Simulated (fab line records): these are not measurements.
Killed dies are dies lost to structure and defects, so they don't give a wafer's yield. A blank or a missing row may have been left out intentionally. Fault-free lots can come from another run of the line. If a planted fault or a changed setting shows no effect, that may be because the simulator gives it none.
Chamber matching / flow n5-finfet / N5_BEOL_M4_ILD_DEP_00 on pecvd-03 has 3 sister chambers
The step deposits SiOC from DEMS/O2, target thk 79 nm, time 15.3 s. 16 wafers are shown with their chamber, then 8 later ones without.

WAFERS, EACH WITH ITS CHAMBER
wafer=L074.2; chamber=1; rf-fwd-power-W (W)=489.7; heater-power-w (W)=604; showerhead-plenum-p-Torr (Torr)=5.695
wafer=L074.3; chamber=2; rf-fwd-power-W (W)=496.0; heater-power-w (W)=448; showerhead-plenum-p-Torr (Torr)=5.694
wafer=L074.6; chamber=0; rf-fwd-power-W (W)=494.1; heater-power-w (W)=592; showerhead-plenum-p-Torr (Torr)=5.709
wafer=L082.1; chamber=1; rf-fwd-power-W (W)=489.8; heater-power-w (W)=601; showerhead-plenum-p-Torr (Torr)=5.690
wafer=L082.2; chamber=2; rf-fwd-power-W (W)=495.3; heater-power-w (W)=504; showerhead-plenum-p-Torr (Torr)=5.693
wafer=L082.4; chamber=2; rf-fwd-power-W (W)=495.7; heater-power-w (W)=499; showerhead-plenum-p-Torr (Torr)=5.692
wafer=L083.1; chamber=1; rf-fwd-power-W (W)=492.1; heater-power-w (W)=527; showerhead-plenum-p-Torr (Torr)=5.675
wafer=L083.2; chamber=2; rf-fwd-power-W (W)=497.7; heater-power-w (W)=511; showerhead-plenum-p-Torr (Torr)=5.693
wafer=L083.5; chamber=1; rf-fwd-power-W (W)=490.6; heater-power-w (W)=545; showerhead-plenum-p-Torr (Torr)=5.664
wafer=L084.1; chamber=1; rf-fwd-power-W (W)=489.2; heater-power-w (W)=573; showerhead-plenum-p-Torr (Torr)=5.683
wafer=L084.3; chamber=1; rf-fwd-power-W (W)=491.4; heater-power-w (W)=585; showerhead-plenum-p-Torr (Torr)=5.700
wafer=L084.5; chamber=0; rf-fwd-power-W (W)=492.7; heater-power-w (W)=566; showerhead-plenum-p-Torr (Torr)=5.701
wafer=L089.2; chamber=2; rf-fwd-power-W (W)=496.6; heater-power-w (W)=482; showerhead-plenum-p-Torr (Torr)=5.695
wafer=L089.4; chamber=2; rf-fwd-power-W (W)=494.6; heater-power-w (W)=475; showerhead-plenum-p-Torr (Torr)=5.676
wafer=L089.5; chamber=0; rf-fwd-power-W (W)=491.9; heater-power-w (W)=577; showerhead-plenum-p-Torr (Torr)=5.709
wafer=L093.4; chamber=1; rf-fwd-power-W (W)=488.7; heater-power-w (W)=624; showerhead-plenum-p-Torr (Torr)=5.685

SIGNATURES (means of the wafers above)
reading=rf-fwd-power-W; chamber 0=492.900; chamber 1=490.214; chamber 2=495.983; scatter within a chamber=1.15
reading=heater-power-w; chamber 0=578.33; chamber 1=579.86; chamber 2=486.50; scatter within a chamber=27.9
reading=showerhead-plenum-p-Torr; chamber 0=5.70633; chamber 1=5.68457; chamber 2=5.69050; scatter within a chamber=0.00958
Rule: distance of a wafer from a chamber = root of the sum over the readings of ((wafer's reading minus chamber's mean) / reading's scatter) squared. If the next closest chamber is less than 2 further off than the closest, the wafer can't be placed; otherwise it belongs to the closest. How the scatter is found: for the shown wafers, subtract from each reading the mean of its chamber, square and add these, divide the total by (wafers less chambers), then take the root.

WAFERS WITHOUT THEIR CHAMBER
wafer=L093.5; rf-fwd-power-W (W)=495.3; heater-power-w (W)=574; showerhead-plenum-p-Torr (Torr)=5.690
wafer=L093.6; rf-fwd-power-W (W)=495.2; heater-power-w (W)=432; showerhead-plenum-p-Torr (Torr)=5.683
wafer=L094.2; rf-fwd-power-W (W)=490.2; heater-power-w (W)=584; showerhead-plenum-p-Torr (Torr)=5.688
wafer=L094.4; rf-fwd-power-W (W)=493.6; heater-power-w (W)=566; showerhead-plenum-p-Torr (Torr)=5.691
wafer=L094.5; rf-fwd-power-W (W)=496.0; heater-power-w (W)=489; showerhead-plenum-p-Torr (Torr)=5.676
wafer=L097.1; rf-fwd-power-W (W)=493.5; heater-power-w (W)=500; showerhead-plenum-p-Torr (Torr)=5.690
wafer=L097.4; rf-fwd-power-W (W)=490.3; heater-power-w (W)=604; showerhead-plenum-p-Torr (Torr)=5.690
wafer=L097.6; rf-fwd-power-W (W)=492.9; heater-power-w (W)=507; showerhead-plenum-p-Torr (Torr)=5.708

THE CHAMBER EACH PASSED THROUGH
wafer=L093.5; from the rows above=can't be placed: 0 or 2 or 1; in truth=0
wafer=L093.6; from the rows above=2; in truth=2
wafer=L094.2; from the rows above=1; in truth=1
wafer=L094.4; from the rows above=can't be placed: 0 or 1 or 2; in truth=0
wafer=L094.5; from the rows above=2; in truth=2
wafer=L097.1; from the rows above=can't be placed: 2 or 0 or 1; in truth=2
wafer=L097.4; from the rows above=can't be placed: 1 or 0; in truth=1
wafer=L097.6; from the rows above=can't be placed: 0 or 2 or 1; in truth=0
Correct placement for 3 of the 8. Not placeable from these rows: 5 (in 5, the candidates include the true chamber). Placed wrongly: 0.
